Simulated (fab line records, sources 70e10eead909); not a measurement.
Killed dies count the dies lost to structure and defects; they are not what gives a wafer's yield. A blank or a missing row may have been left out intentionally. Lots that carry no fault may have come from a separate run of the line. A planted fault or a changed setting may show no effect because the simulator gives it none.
Matching of chambers + flow nand-harc + pecvd-02 running NHARC_A_SGD_CUT_DEP_00: 3 sister chambers
The step deposits SiNx, target thk 50 nm. 33 wafers are shown with their chamber, then 12 later ones without.

WAFERS WITH THEIR CHAMBER
| wafer  | chamber | heater-power-w (W) |
|--------|---------|--------------------|
| L074.1 | 0       | 696                |
| L074.2 | 2       | 627                |
| L074.3 | 1       | 623                |
| L074.4 | 0       | 683                |
| L074.5 | 1       | 630                |
| L074.6 | 2       | 670                |
| L075.1 | 0       | 721                |
| L075.2 | 1       | 615                |
| L075.4 | 1       | 619                |
| L077.1 | 1       | 636                |
| L077.3 | 2       | 670                |
| L077.4 | 1       | 625                |
| L078.1 | 2       | 666                |
| L078.3 | 1       | 630                |
| L078.6 | 2       | 655                |
| L081.1 | 2       | 624                |
| L081.3 | 0       | 732                |
| L081.4 | 2       | 603                |
| L084.1 | 0       | 779                |
| L084.3 | 2       | 580                |
| L084.4 | 1       | 623                |
| L083.2 | 1       | 566                |
| L083.4 | 0       | 739                |
| L083.5 | 1       | 572                |
| L085.4 | 1       | 685                |
| L085.5 | 2       | 531                |
| L085.6 | 0       | 730                |
| L088.3 | 1       | 655                |
| L088.5 | 2       | 642                |
| L088.6 | 0       | 645                |
| L087.1 | 2       | 649                |
| L087.3 | 1       | 610                |
| L087.6 | 1       | 649                |

SIGNATURES (averages over the wafers above)
| reading        | chamber 0 | chamber 1 | chamber 2 | scatter within a chamber |
|----------------|-----------|-----------|-----------|--------------------------|
| heater-power-w | 715.62    | 624.14    | 628.82    | 37.5                     |
Rule: a wafer's distance from a chamber is the root of the sum, over the readings, of the square of ((its reading less the chamber's mean) divided by the reading's scatter). If the next closest chamber is less than 2 further off than the closest, the wafer can't be placed; otherwise it belongs to the closest. The scatter is the square root of a quotient: the sum, over the shown wafers, of each reading's squared deviation from its chamber's mean, divided by wafers minus chambers.

WAFERS WHOSE CHAMBER IS MISSING
| wafer  | heater-power-w (W) |
|--------|--------------------|
| L092.2 | 581                |
| L092.4 | 631                |
| L092.6 | 589                |
| L094.1 | 799                |
| L094.3 | 666                |
| L094.4 | 589                |
| L095.1 | 611                |
| L095.3 | 713                |
| L095.5 | 615                |
| L096.1 | 619                |
| L096.2 | 815                |
| L096.5 | 627                |

WHICH CHAMBER EACH WENT THROUGH
| wafer  | from the rows above          | in truth |
|--------|------------------------------|----------|
| L092.2 | can't be placed: 1 or 2      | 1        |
| L092.4 | can't be placed: 2 or 1      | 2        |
| L092.6 | can't be placed: 1 or 2      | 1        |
| L094.1 | 0                            | 0        |
| L094.3 | can't be placed: 2 or 1 or 0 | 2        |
| L094.4 | can't be placed: 1 or 2      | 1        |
| L095.1 | can't be placed: 1 or 2      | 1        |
| L095.3 | 0                            | 0        |
| L095.5 | can't be placed: 1 or 2      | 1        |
| L096.1 | can't be placed: 1 or 2      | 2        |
| L096.2 | 0                            | 0        |
| L096.5 | can't be placed: 2 or 1      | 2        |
Placed correctly: 3 of 12. From these rows, 9 cannot be placed; in 9 the true chamber is one of the candidates. Number placed wrongly: 0.
